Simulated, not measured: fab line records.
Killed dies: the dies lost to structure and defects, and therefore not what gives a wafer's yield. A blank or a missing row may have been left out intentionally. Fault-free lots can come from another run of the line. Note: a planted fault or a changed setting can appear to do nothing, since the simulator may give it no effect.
fab line records + flow n5_finfet
record
- lots=5
- wafers=15
- last_day=18
route steps=1938 shown HKMG_FIN@406 BEOL_M4@1111 PASSIVATION@1936
lots that met no fault: from a run of the same line without faults
start_h: start of the lot's first displayed wafer, in hours after the record's first day + wait_h: time in hours since the lot's previous step + " same as the row above + L1.1+2: one row covering several wafers at once + - no value, or no start was given + * or withheld: withheld + < > ~ a bound
route shown NAME@n: NAME is a module with steps in the file, n the number in the route of the first one + usual: mean/standard deviation of fault-free wafers + same: alike in all rows + chamber/n: place in a boat + sites: readings site by site + _std_site: standard deviation across them + _edge_site: mean of outer sites minus mean of inner sites + radius_mm: for every site, how far away it sits from the centre of the wafer + mask NAME#n: copy n + behind: the last tool/chamber to shape the wafer + hold: what put the lot on hold/how long, in hours/how the hold closed + device: names the non-switching transistor (n, p or np) + end of line: at the end of the route, the tests of the same wafers + a step given without rows: its recipe and nothing more + killed: count of dies lost to structure and defects at first sort (not the wafer's yield) + map: per-die view of a wafer (x killed, . not killed, _ where there is no die)
set.NAME: the setting the step ran with; set.NAME@STEP: the setting that earlier step ran with + model.NAME: the simulator's own value behind a step, which no gauge read
lots at some steps of the route; a table a step, a row a wafer
## steps
# step N5_HKMG_FIN_ETCH_58
# recipe
- chemistry=N2/H2
- target=SOC
- target_depth_a=2158
- ion_energy_ev=50
- bias_w=13
- time_s=741
- pressure_mtorr=30
- source_w=875
- n2_flow_sccm=200
- h2_flow_sccm=200
# step N5_HKMG_FIN_STRIP_93
# recipe
- chemistry=N2/H2
- material=SOC
- time_s=20
- power_w=500
- temp_c=40
- pressure_mtorr=50
- rf_frequency_hz=6e+07
- bias_power_w=8
- h2_frac=0.5
- n2_flow_sccm=300
- h2_flow_sccm=300
# step N5_HKMG_FIN_WET_ETCH_76
# recipe
- chemistry=dNH4OH
- mix=1:50
- temp_c=25
- target=Al2O3
- stop_on=La2O3
- target_depth_nm=2.25
- dry=ipa_marangoni
- rinse_time_s=30
- rinse_temp_c=23
# step N5_HKMG_FIN_STRIP_60
# recipe
- chemistry=N2/H2
- power_w=2500
- temp_c=300
- h2_frac=0.65
- time_s=360
- pressure_mtorr=withheld
- n2_flow_sccm=1750
- h2_flow_sccm=3250
# step N5_HKMG_FIN_WET_ETCH_77
# recipe
- chemistry=dHCl
- mix=1:10000
- temp_c=25
- target=La2O3
- stop_on=HfO2
- target_depth_nm=2
# step N5_HKMG_FIN_WET_ETCH_78
# recipe
- chemistry=dNH4OH
- mix=1:50
- temp_c=25
- target=Al2O3
- stop_on=La2O3
- target_depth_nm=4.5
- dry=ipa_marangoni
- rinse_time_s=30
- rinse_temp_c=23
# step N5_HKMG_FIN_ALD_79
# recipe
- material=TiN
- target_thk_a=15
- temp_c=400
- ald_precursor_family=TiCl4
- ald_co_reactant=NH3
- pulse_time_s=1
- purge_time_s=3
- co_reactant_purge_time_s=2
- co_reactant_pulse_time_s=2
- ald_cycles=68
- pressure_torr=3
# step N5_HKMG_FIN_CVD_62
# recipe
- material=a-Si
- target_thk_a=30
- temp_c=500
- precursor=Si2H6
- pressure_torr=1
- time_s=20.8
# step N5_HKMG_FIN_RTA_80
# recipe
- temp_c=withheld
- time_s=2
- ambient=N2
- idle_temp_c=600
- ramp_up_c_per_s=150
- ramp_down_c_per_s=60
- cool_to_c=600
# step N5_HKMG_FIN_PRECLEAN_64
# recipe
- chemistry=dHF
- time_s=30
- temp_c=25
- dilution=withheld
# step N5_HKMG_FIN_WET_ETCH_65
# recipe
- chemistry=TMAH
- temp_c=70
- conc_wt_pct=5
- target=a-Si
- stop_on=TiN
- time_s=49
- target_depth_nm=3
# step N5_HKMG_FIN_WET_ETCH_81
# recipe
- chemistry=SC1
- target=TiN
- stop_on=HfO2
- mix=1:1:5
- temp_c=60
- time_s=57
- target_depth_nm=6
# step N5_HKMG_FIN_WET_ETCH_82
# recipe
- chemistry=dHCl
- mix=1:10000
- temp_c=25
- target=La2O3
- stop_on=HfO2
- target_depth_nm=2
- dry=ipa_marangoni
- rinse_time_s=30
- rinse_temp_c=23
# usual
- bath_heat_duty_pct=6.3/0.82
- rinse_temp_c=23.01/0.11
| lot.wafer | tool         | chamber | start_h | wait_h | bath_heat_duty_pct | rinse_temp_c | model.La2O3_of_HKMG_FIN_ALD_74.thk_nm |
|-----------|--------------|---------|---------|--------|--------------------|--------------|---------------------------------------|
| L647.1    | wet_bench-04 | 7       | 151.98  | 0.0    | -                  | -            | 0.4                                   |
| L647.2    | "            | 6       | "       | "      | -                  | -            | 0.4                                   |
| L647.3    | "            | 4       | "       | "      | -                  | -            | 0.4                                   |
| L648.3    | wet_bench-05 | 1       | 153.50  | 0.0    | -                  | -            | 0.6                                   |
| L648.4    | "            | 0       | "       | "      | -                  | -            | 0.4                                   |
| L648.6    | "            | 5       | "       | "      | -                  | -            | 0.4                                   |
| L649.1    | wet_bench-04 | 6       | 162.48  | 0.0    | -                  | -            | 0.6                                   |
| L649.3    | "            | 1       | "       | "      | -                  | -            | 0.6                                   |
| L649.6    | "            | 0       | "       | "      | -                  | -            | 0.6                                   |
| L654.1    | wet_bench-05 | 2       | 193.23  | 0.0    | 6.7                | 22.98        | 0                                     |
| L654.2    | "            | 1       | "       | "      | 5.1                | 23.15        | 0                                     |
| L654.4    | "            | 3       | "       | "      | 5.0                | 23.04        | 0                                     |
| L657.3    | wet_bench-02 | 4       | 207.94  | 0.0    | 6.4                | 22.93        | 0                                     |
| L657.5    | "            | 5       | "       | "      | 4.4                | 22.99        | 0                                     |
| L657.6    | "            | 3       | "       | "      | 6.7                | 23.03        | 0                                     |
# step N5_HKMG_FIN_ALD_36
# recipe
- material=TiN
- target_thk_a=10
- temp_c=400
- ald_precursor_family=TiCl4
- ald_co_reactant=NH3
- pulse_time_s=1
- purge_time_s=3
- co_reactant_purge_time_s=2
- co_reactant_pulse_time_s=2
- ald_cycles=47
- pressure_torr=3
# step N5_HKMG_FIN_PWFM_ALD_03
# recipe
- material=TiN
- target_thk_a=20
- temp_c=400
- ald_precursor_family=TiCl4
- ald_co_reactant=NH3
- pulse_time_s=1
- purge_time_s=3
- co_reactant_purge_time_s=2
- co_reactant_pulse_time_s=2
- ald_cycles=91
- pressure_torr=3
# step N5_HKMG_FIN_COAT_29
# recipe
- resist=SOC
- temp_c=250
- time_s=60
- spin_rpm=1500
- resist_thk_nm=300
# step N5_HKMG_FIN_COAT_30
# recipe
- resist=SiARC
- temp_c=220
- time_s=60
- spin_rpm=1500
- resist_thk_nm=35
# step N5_HKMG_FIN_COAT_06
# recipe
- resist=CAR-ArF
- spin_rpm=1500
- resist_thk_nm=90
# step N5_HKMG_FIN_EBR_08
# recipe
- solvent=PGMEA
- ebr_width_mm=1.5
# step N5_HKMG_FIN_SOFTBAKE_07
# recipe
- temp_c=110
- time_s=60
- resist=CAR-ArF
# step N5_HKMG_FIN_EXPOSE_09
# recipe
- mask_id=NWFM
- na=1.35
- source_shape=conventional
- sigma_outer=0.8
- polarization=unpolarized
- dose_mj=39.25
# step N5_HKMG_FIN_PEB_10
# recipe
- peb_temp_c=withheld
- peb_time_s=60
- resist=CAR-ArF
# step N5_HKMG_FIN_DEVELOP_11
# recipe
- develop_time_s=30
- developer=TMAH
- resist=CAR-ArF
- dev_temp_c=23
- rinse_liquid=diw
- dry=air_spin
# step N5_HKMG_FIN_DESCUM_17
# recipe
- chemistry=O2
- time_s=7.9
- source_power_w=50
- bias_power_w=20
- pressure_mtorr=20
- rf_frequency_hz=2.712e+07
- temp_c=40
- resist=CAR-ArF
- o2_flow_sccm=225
# step N5_HKMG_FIN_ETCH_31
# recipe
- chemistry=CF4
- target=SiARC
- target_depth_a=455
- mask_material=CAR-ArF
- time_s=75.8
- ion_energy_ev=80
- pressure_mtorr=40
- source_w=545
- bias_w=36
- Ar_flow_sccm=100
- cf4_flow_sccm=100
- ends=cleared
# step N5_HKMG_FIN_ETCH_32
# recipe
- chemistry=N2/H2
- target=SOC
- target_depth_a=2400
- temp_c=40
- time_s=300
- ion_energy_ev=200
- mask_material=SiARC
- pressure_mtorr=30
- source_w=840
- bias_w=150
- n2_flow_sccm=200
- h2_flow_sccm=200
# step N5_HKMG_FIN_STRIP_33
# recipe
- chemistry=N2/H2
- temp_c=40
- n2_flow_sccm=200
- h2_flow_sccm=200
- rf_frequency_hz=6e+07
# step N5_HKMG_FIN_STRIP_34
# recipe
- chemistry=CF4
- resist=SiARC
- power_w=300
- bias_power_w=75
- pressure_mtorr=50
- cf4_flow_sccm=150
- rf_frequency_hz=6e+07
# step N5_HKMG_FIN_ETCH_35
# recipe
- chemistry=N2/H2
- target=SOC
- target_depth_a=2158
- ion_energy_ev=65
- bias_w=5
- source_w=3000
- time_s=243.4
- pressure_mtorr=30
- n2_flow_sccm=200
- h2_flow_sccm=200
# step N5_HKMG_FIN_STRIP_92
# recipe
- chemistry=N2/H2
- material=SOC
- time_s=20
- power_w=500
- temp_c=40
- pressure_mtorr=50
- rf_frequency_hz=6e+07
- bias_power_w=8
- h2_frac=0.5
- n2_flow_sccm=300
- h2_flow_sccm=300
# step N5_HKMG_FIN_WET_ETCH_18
# recipe
- chemistry=SC1
- target=TiN
- mix=1:1:5
- temp_c=*
- time_s=55
- target_depth_nm=5.2
- dry=ipa_marangoni
- rinse_time_s=30
- rinse_temp_c=23
# step N5_HKMG_FIN_STRIP_19
# recipe
- chemistry=N2/H2
- power_w=2500
- temp_c=300
- h2_frac=0.65
- time_s=360
- pressure_mtorr=withheld
- n2_flow_sccm=1750
- h2_flow_sccm=3250
# step N5_HKMG_FIN_ALD_91
# recipe
- material=TiN
- target_thk_a=10
- temp_c=400
- ald_precursor_family=TiCl4
- ald_co_reactant=NH3
- pulse_time_s=1
- purge_time_s=3
- co_reactant_purge_time_s=2
- co_reactant_pulse_time_s=2
- ald_cycles=47
- pressure_torr=3
# step N5_HKMG_FIN_COAT_85
# recipe
- resist=SOC
- temp_c=250
- time_s=60
- spin_rpm=1500
- resist_thk_nm=300
# step N5_HKMG_FIN_ETCH_86
# recipe
- chemistry=N2/H2
- target=SOC
- target_depth_a=3932
- stop_on=TiN
- ion_energy_ev=100
- bias_w=61
- pressure_mtorr=30
- source_w=850
- n2_flow_sccm=200
- h2_flow_sccm=200
# step N5_HKMG_FIN_STRIP_89
# recipe
- chemistry=N2/H2
- material=SOC
- time_s=20
- power_w=500
- temp_c=40
- pressure_mtorr=50
- rf_frequency_hz=6e+07
- bias_power_w=8
- h2_frac=0.5
- n2_flow_sccm=300
- h2_flow_sccm=300
# step N5_HKMG_FIN_WET_ETCH_87
# recipe
- chemistry=SC1
- target=TiN
- mix=1:2:40
- temp_c=50
- time_s=154.2
- target_depth_nm=4.7
- dry=ipa_marangoni
- rinse_time_s=30
- rinse_temp_c=23
# step N5_HKMG_FIN_STRIP_88
# recipe
- chemistry=N2/H2
- power_w=2500
- temp_c=300
- h2_frac=0.65
- time_s=360
- pressure_mtorr=withheld
- n2_flow_sccm=1750
- h2_flow_sccm=3250
# step N5_BEOL_M4_RC_MEAS_101
# usual
- DIBL_N=35.9/1.3
- DIBL_P=36.3/1.5
- EOT_P=10.46/0.087
- IGATE_P=0.0038/0.00046
- IOFF_N=0.153/0.023
- IOFF_P=0.208/0.028
- IOFF_P_85C=3.6/0.41
- IOFF_P_LIN=0.099/0.011
- IOFF_P_LONG=0.000105/8.5e-06
- ION_N=672/9.7
- ION_P=462/6.6
- SS_N=71.5/0.53
- SS_P=73.3/0.59
- VT_N=250.4/2.7
- VT_N_LVT=99/3.1
- VT_P=-250.5/3
- VT_P_LONG=-275.5/2.8
| lot.wafer | tool      | chamber | start_h | wait_h | DIBL_N[mV/V] | DIBL_P[mV/V] | EOT_P | IGATE_P[nA/um] | IOFF_N[nA/um] | IOFF_P[nA/um] | IOFF_P_85C[nA/um] | IOFF_P_LIN[nA/um] | IOFF_P_LONG[nA/um] | ION_N[uA/um] | ION_P[uA/um] | SS_N[mV/dec] | SS_P[mV/dec] | VT_N[mV] | VT_N_LVT[mV] | VT_P[mV] | VT_P_LONG[mV] |
|-----------|-----------|---------|---------|--------|--------------|--------------|-------|----------------|---------------|---------------|-------------------|-------------------|--------------------|--------------|--------------|--------------|--------------|----------|--------------|----------|---------------|
| L647.1    | prober-02 | 0       | 251.21  | 0.0    | 34.2         | 34.3         | 10.80 | 0.0007         | 0.123         | 0.042         | 1.0               | 0.021             | 4.6e-05            | 667          | 389          | 70.7         | 73.2         | 251.6    | 59           | -292.6   | -317.1        |
| L647.2    | "         | 0       | "       | "      | 36.8         | 36.5         | 10.86 | 0.0006         | 0.164         | 0.049         | 1.1               | 0.023             | 5.2e-05            | 665          | 388          | 71.8         | 74.6         | 248.8    | 56           | -291.9   | -317.7        |
| L647.3    | "         | 0       | "       | "      | 36.4         | 36.1         | 10.90 | 0.0006         | 0.151         | 0.048         | 1.0               | 0.023             | 4.7e-05            | 664          | 385          | 72.0         | 74.4         | 250.9    | 58           | -291.0   | -317.6        |
| L649.1    | prober-02 | 0       | 268.47  | 0.0    | 36.7         | 39.0         | 10.88 | 0.0007         | 0.191         | 0.059         | 1.3               | 0.028             | 5.1e-05            | 675          | 400          | 72.1         | 73.6         | 244.6    | 49           | -285.3   | -315.0        |
| L649.3    | "         | 0       | "       | "      | 36.0         | 37.3         | 10.81 | 0.0008         | 0.167         | 0.051         | 1.1               | 0.025             | 5.5e-05            | 677          | 395          | 72.0         | 72.7         | 249.2    | 52           | -290.6   | -317.3        |
| L649.6    | "         | 0       | "       | "      | 35.8         | 37.4         | 10.96 | 0.0006         | 0.155         | 0.051         | 1.1               | 0.025             | 5.6e-05            | 663          | 389          | 71.7         | 73.1         | 249.6    | 54           | -292.6   | -316.4        |
| L648.3    | prober-02 | 0       | 275.10  | 0.3    | 35.8         | 37.4         | 11.02 | 0.0005         | 0.141         | 0.045         | 1.0               | 0.022             | 4.7e-05            | 665          | 391          | 72.2         | 73.4         | 250.4    | 56           | -291.7   | -321.3        |
| L648.4    | "         | 0       | "       | "      | 36.5         | 37.9         | 11.08 | 0.0006         | 0.147         | 0.046         | 1.1               | 0.022             | 4.5e-05            | 666          | 390          | 71.8         | 74.0         | 251.5    | 55           | -295.0   | -320.5        |
| L648.6    | "         | 0       | "       | "      | 37.0         | 38.2         | 11.03 | 0.0005         | 0.146         | 0.046         | 1.0               | 0.022             | 4.3e-05            | 671          | 391          | 71.6         | 72.9         | 252.6    | 56           | -294.0   | -321.2        |
| L654.1    | prober-01 | 0       | 303.11  | 0.5    | 33.3         | 34.4         | 10.46 | 0.0040         | 0.129         | 0.212         | 3.7               | 0.105             | 0.000125           | 668          | 473          | 70.7         | 73.2         | 252.3    | 102          | -250.3   | -270.7        |
| L654.2    | "         | 0       | "       | "      | 34.7         | 36.0         | 10.50 | 0.0038         | 0.153         | 0.238         | 4.1               | 0.115             | 0.000118           | 674          | 464          | 71.0         | 74.1         | 249.5    | 99           | -247.3   | -270.8        |
| L654.4    | "         | 0       | "       | "      | 33.8         | 34.3         | 10.43 | 0.0040         | 0.130         | 0.206         | 3.6               | 0.102             | 0.00012            | 659          | 463          | 70.7         | 72.8         | 253.6    | 103          | -248.2   | -271.1        |
| L657.3    | prober-02 | 0       | 316.77  | 0.3    | 37.5         | 39.0         | 10.38 | 0.0045         | 0.183         | 0.229         | 3.9               | 0.108             | 0.000103           | 687          | 467          | 71.9         | 74.0         | 249.2    | 97           | -249.6   | -276.2        |
| L657.5    | "         | 0       | "       | "      | 36.5         | 37.4         | 10.55 | 0.0032         | 0.156         | 0.214         | 3.7               | 0.103             | 0.000106           | 674          | 465          | 70.9         | 73.5         | 250.7    | 99           | -248.4   | -273.9        |
| L657.6    | "         | 0       | "       | "      | 36.5         | 37.8         | 10.61 | 0.0033         | 0.159         | 0.213         | 3.7               | 0.103             | 0.000104           | 677          | 464          | 71.2         | 73.5         | 247.9    | 99           | -253.8   | -275.8        |
# step N5_PASSIVATION_PROBE_49
# usual
- defect_limited_yield=91.1/1.5
- killed_at_M0_to_M3=35/9.5
- killed_at_M4_up=13/5.2
- killed_at_contacts=12/6.1
- killed_at_front_end=41/14
- killed_at_other=3.8/2.9
- killed_dies=105/17
- killed_open=70/13
- killed_short=33/8.4
- sort_bin_5_function=5.1/0.97
- sort_bin_6_memory=3.4/0.69
- sort_bin_8_speed=0.00/0.007
- sort_n_pass=1075/17
- sort_yield_pct=91.1/1.5
# same
- gross_dies=1180
- killed_at_back_side=0
- sort_bin_4_leakage[%]=0
| lot.wafer | tool      | chamber | start_h | wait_h | defect_limited_yield[%] | killed_at_M0_to_M3 | killed_at_M4_up | killed_at_contacts | killed_at_front_end | killed_at_other | killed_dies | killed_open | killed_short | sort_bin_5_function[%] | sort_bin_6_memory[%] | sort_bin_8_speed[%] | sort_n_pass | sort_yield_pct[%] |
|-----------|-----------|---------|---------|--------|-------------------------|--------------------|-----------------|--------------------|---------------------|-----------------|-------------|-------------|--------------|------------------------|----------------------|---------------------|-------------|-------------------|
| L647.1    | prober-01 | -       | 355.17  | 0.0    | 90.2                    | 43                 | 10              | 15                 | 42                  | 6               | 116         | 76          | 39           | 5.5                    | 4.0                  | 90.17               | 0           | 0                 |
| L647.2    | prober-01 | -       | 355.22  | 0.1    | 90.3                    | 25                 | 12              | 33                 | 42                  | 2               | 114         | 81          | 32           | 5.7                    | 3.7                  | 90.34               | 0           | 0                 |
| L647.3    | prober-01 | -       | 355.27  | 0.1    | 91.6                    | 27                 | 8               | 25                 | 36                  | 3               | 99          | 80          | 18           | 5.8                    | 2.5                  | 91.61               | 0           | 0                 |
| L649.1    | prober-01 | -       | 369.44  | 0.0    | 92.5                    | 29                 | 14              | 9                  | 29                  | 8               | 89          | 57          | 32           | 4.2                    | 3.2                  | 92.46               | 0           | 0                 |
| L649.3    | prober-01 | -       | 369.54  | 0.1    | 91.7                    | 40                 | 10              | 9                  | 38                  | 1               | 98          | 61          | 36           | 4.6                    | 3.5                  | 91.69               | 0           | 0                 |
| L649.6    | prober-01 | -       | 369.69  | 0.3    | 91.3                    | 41                 | 14              | 6                  | 42                  | 0               | 103         | 54          | 45           | 4.8                    | 3.7                  | 91.27               | 0           | 0                 |
| L648.3    | prober-01 | -       | 374.07  | 0.1    | 89.0                    | 32                 | 11              | 19                 | 64                  | 4               | 130         | 82          | 42           | 6.7                    | 3.8                  | 88.98               | 0           | 0                 |
| L648.4    | prober-01 | -       | 374.12  | 0.2    | 90.3                    | 33                 | 8               | 9                  | 55                  | 9               | 114         | 73          | 40           | 5.3                    | 4.0                  | 90.34               | 0           | 0                 |
| L648.6    | prober-01 | -       | 374.22  | 0.3    | 88.5                    | 39                 | 17              | 19                 | 58                  | 3               | 136         | 80          | 51           | 6.3                    | 4.8                  | 88.47               | 0           | 0                 |
| L654.1    | prober-02 | -       | 411.60  | 0.0    | 91.2                    | 25                 | 14              | 16                 | 44                  | 5               | 104         | 64          | 34           | 5.5                    | 3.0                  | 0                   | 1076        | 91.2              |
| L654.2    | prober-02 | -       | 411.65  | 0.1    | 89.2                    | 34                 | 24              | 10                 | 54                  | 6               | 128         | 87          | 40           | 6.5                    | 4.0                  | 0                   | 1052        | 89.2              |
| L654.4    | prober-02 | -       | 411.75  | 0.2    | 92.2                    | 36                 | 10              | 16                 | 27                  | 3               | 92          | 66          | 19           | 4.2                    | 3.6                  | 0                   | 1088        | 92.2              |
# killed by level:class
L647.1 STI_FIN_REVEAL:geometric_particle:open=15 MOL_CONTACT_COAG:geometric_particle:open=12 FIN_SAQP:geometric_particle:open=9 BEOL_M3:geometric_particle:open=8 BEOL_M0_SAQP:geometric_particle:open=7 BEOL_M0_SAQP:geometric_particle:short=6 BEOL_M1:geometric_particle:open=6 BEOL_M2:geometric_particle:open=6
L647.2 MOL_CONTACT_COAG:geometric_particle:open=21 STI_FIN_REVEAL:geometric_particle:open=19 MOL_CONTACT_COAG:geometric_particle:short=11 BEOL_M0_SAQP:geometric_particle:open=10 BEOL_M4:geometric_particle:open=8 BEOL_M1:geometric_particle:open=6 STI_FIN_REVEAL:geometric_particle:short=4 ILD0:geometric_particle:open=3
L647.3 MOL_CONTACT_COAG:geometric_particle:open=21 STI_FIN_REVEAL:geometric_particle:open=18 DUMMY_GATE:geometric_particle:open=7 BEOL_M1:geometric_particle:open=7 BEOL_M3:geometric_particle:open=6 BEOL_M0_SAQP:geometric_particle:open=5 MOL_CONTACT_COAG:geometric_particle:short=3 BEOL_M0_SAQP:geometric_particle:short=3
L649.1 MOL_CONTACT_COAG:geometric_particle:open=9 BEOL_M0_SAQP:geometric_particle:short=7 BEOL_M6:geometric_particle:open=7 BEOL_M3:geometric_particle:open=6 FIN_SAQP:geometric_particle:open=5 MIM_TOP_ETCH:geometric_particle:short=5 STI_FIN_REVEAL:geometric_particle:open=4 DUMMY_GATE:geometric_particle:open=4
L649.3 BEOL_M0_SAQP:geometric_particle:short=15 BEOL_M0_SAQP:geometric_particle:open=9 FIN_SAQP:geometric_particle:open=7 FIN_SAQP:geometric_particle:short=7 MOL_CONTACT_COAG:geometric_particle:open=7 BEOL_M1:geometric_particle:open=7 STI_FIN_REVEAL:geometric_particle:open=6 GATE_CUT:geometric_particle:open=4
L649.6 FIN_SAQP:geometric_particle:short=11 BEOL_M1:geometric_particle:open=11 BEOL_M0_SAQP:geometric_particle:short=6 BEOL_M3:geometric_particle:open=6 STI_FIN_REVEAL:geometric_particle:open=5 MOL_CONTACT_COAG:geometric_particle:open=5 STARTING-WAFER:geometric_particle:short=5 FIN_SAQP:geometric_particle:open=4
L648.3 MOL_CONTACT_COAG:geometric_particle:open=17 STI_FIN_REVEAL:geometric_particle:open=14 BEOL_M3:geometric_particle:open=10 GATE_CUT:geometric_particle:open=8 FIN_SAQP:geometric_particle:short=7 GATE_CUT:geometric_particle:short=7 DUMMY_GATE:geometric_particle:open=5 ILD0:geometric_particle:short=5
L648.4 STI_FIN_REVEAL:geometric_particle:open=10 GATE_CUT:geometric_particle:short=10 FIN_SAQP:geometric_particle:open=8 MOL_CONTACT_COAG:geometric_particle:open=8 BEOL_M3:geometric_particle:short=8 BEOL_M3:geometric_particle:open=7 FIN_SAQP:geometric_particle:short=6 GATE_CUT:geometric_particle:open=6
L648.6 MOL_CONTACT_COAG:geometric_particle:open=17 BEOL_M3:geometric_particle:open=10 STI_FIN_REVEAL:geometric_particle:open=9 BEOL_M3:geometric_particle:short=9 FIN_SAQP:geometric_particle:short=8 GATE_CUT:geometric_particle:short=6 FIN_SAQP:geometric_particle:open=5 STARTING-WAFER:geometric_particle:short=5
L654.1 MOL_CONTACT_COAG:geometric_particle:open=12 GATE_CUT:geometric_particle:short=8 STI_FIN_REVEAL:geometric_particle:open=7 BEOL_M0_SAQP:geometric_particle:open=7 FIN_SAQP:geometric_particle:short=6 BEOL_M3:geometric_particle:short=5 SD_EPI_P:coat_microbubble_printed=5 BEOL_M4:geometric_particle:open=5
L654.2 DUMMY_GATE:geometric_particle:open=13 BEOL_M0_SAQP:geometric_particle:short=12 FIN_SAQP:geometric_particle:open=11 BEOL_M2:geometric_particle:open=10 MOL_CONTACT_COAG:geometric_particle:open=9 FIN_SAQP:geometric_particle:short=8 GATE_CUT:geometric_particle:short=7 BEOL_M0_SAQP:geometric_particle:open=7
L654.4 BEOL_M2:geometric_particle:open=14 MOL_CONTACT_COAG:geometric_particle:open=13 FIN_SAQP:geometric_particle:open=7 BEOL_M0_SAQP:geometric_particle:open=6 BEOL_M3:geometric_particle:open=6 GATE_CUT:geometric_particle:short=5 BEOL_M0_SAQP:geometric_particle:short=4 BEOL_M4:geometric_particle:open=4
# map L647.1 (x killed, . not)
_________________........x...________________
______________xx...x............_____________
___________...........x............__________
__________.........................._________
________....x........................._______
_______.........x.....................x______
______......x......x.....x.......xx....._____
_____..............x...xx................____
____.........x.......x...............x....___
___.........x..........................x..x__
___.......x...................x....x.......__
__............x...........x.....x..........._
__.....x..................x...........x....._
_....x......x.............x..x...............
_x..x......x.....x...x.x............x........
_x.x.......................x.................
_..x..........x.x..............x...........xx
_..x.x..............x......x..x............x.
_....x...x......x...............x............
_...x........x.......x.....x......x.x.xxx....
_x.........x.................x.....xx.......x
__.x....x..................x..x............._
__......x..xx.....x..x.x...................._
___..x.x.......x.....x.....................__
___x.......x.....x.........................__
____......................................___
_____.......xx..x.x..................x...____
______.......x......x..x...........x...._____
_______.......xx...................x.x.______
________.........x............x..x...._______
__________......x..................._________
___________x..x......x.............__________
______________.............x...._____________
_________________.x.........x________________
# map L648.6 (x killed, . not)
_________________.x..........________________
______________.......x.x.....x.._____________
___________....x.........x.x.......__________
__________.......x................x._________
________.xx.x...xx..x........x........_______
_______.............x..x.......x.x..x..______
______...........x.....x.......x......x._____
_____.........xx.x........x...........x.x____
____x........x..........xx................___
___...................x...............x....__
___.x...x..x.................x............x__
__.x..........x....x............x..........._
__..x.............x......x......x..........._
_............................................
_..........x.........x..................x.x..
_.........................x.x..x.........xx..
_.....x..x...x..................x...x........
_........xx.............x..x....x.x....x.....
_.x..............x.....x....x.x..............
_......x..........x............x..........xx.
_....xx................................xx....
__...x...........................x.x....x..._
__..x.......x.x..............x........x..x.._
___.....................x.............x....__
___x........x.......................x......__
____.x.x......x....x.......x..............___
_____..x....x......x......xx...x...x.....____
______.x..........x.x....x.x..........x._____
_______.....x..x..x..x....x........xx..______
________.....x.....x...........xx....._______
__________...........x............x._________
___________...x..............x....x__________
______________.............x...._____________
_________________.x..........________________
## key
first_sign
- step=N5_HKMG_FIN_WET_ETCH_82
- reading=tool_record
- direction=missing
effect
- step=N5_BEOL_M4_RC_MEAS_101
- reading=VT_P_LONG
- direction=down
- sigmas=15
- usual=-275.5
- struck=-318.2
effect
- step=N5_BEOL_M4_RC_MEAS_101
- reading=VT_N_LVT
- direction=down
- sigmas=14
- usual=99
- struck=55
effect
- step=N5_BEOL_M4_RC_MEAS_101
- reading=VT_P
- direction=down
- sigmas=14
- usual=-250.5
- struck=-291.6
effect
- step=N5_BEOL_M4_RC_MEAS_101
- reading=ION_P
- direction=down
- sigmas=11
- usual=462
- struck=391
effect
- step=N5_BEOL_M4_RC_MEAS_101
- reading=IOFF_P_LIN
- direction=down
- sigmas=6.9
- usual=0.099
- struck=0.023
effect
- step=N5_BEOL_M4_RC_MEAS_101
- reading=IGATE_P
- direction=down
- sigmas=6.9
- usual=0.0038
- struck=0.0006
effect
- step=N5_BEOL_M4_RC_MEAS_101
- reading=IOFF_P_LONG
- direction=down
- sigmas=6.6
- usual=0.000105
- struck=4.9e-05
effect
- step=N5_BEOL_M4_RC_MEAS_101
- reading=IOFF_P_85C
- direction=down
- sigmas=6.2
- usual=3.6
- struck=1.1
effect
- step=N5_BEOL_M4_RC_MEAS_101
- reading=IOFF_P
- direction=down
- sigmas=5.8
- usual=0.208
- struck=0.049
effect
- step=N5_BEOL_M4_RC_MEAS_101
- reading=EOT_P
- direction=up
- sigmas=5.3
- usual=10.46
- struck=10.92
effect
- step=N5_PASSIVATION_PROBE_49
- reading=sort_bin_8_speed
- direction=up
- sigmas=99+
- usual=0.00
- struck=90.59
model_effect
- step=N5_HKMG_FIN_WET_ETCH_82
- value=La2O3_of_HKMG_FIN_ALD_74.thk_nm
- without=0
- struck=0.4889
met_at N5_HKMG_FIN_WET_ETCH_82
struck_wafers L647.1,L647.2,L647.3,L648.3,L648.4,L648.6,L649.1,L649.3,L649.6
fault
- kind=skipped_step_whole
- tool=wet_bench-04,wet_bench-05
- chamber=-
- onset_h=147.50
- steps=N5_HKMG_FIN_WET_ETCH_82
- scope=struck_lots_only
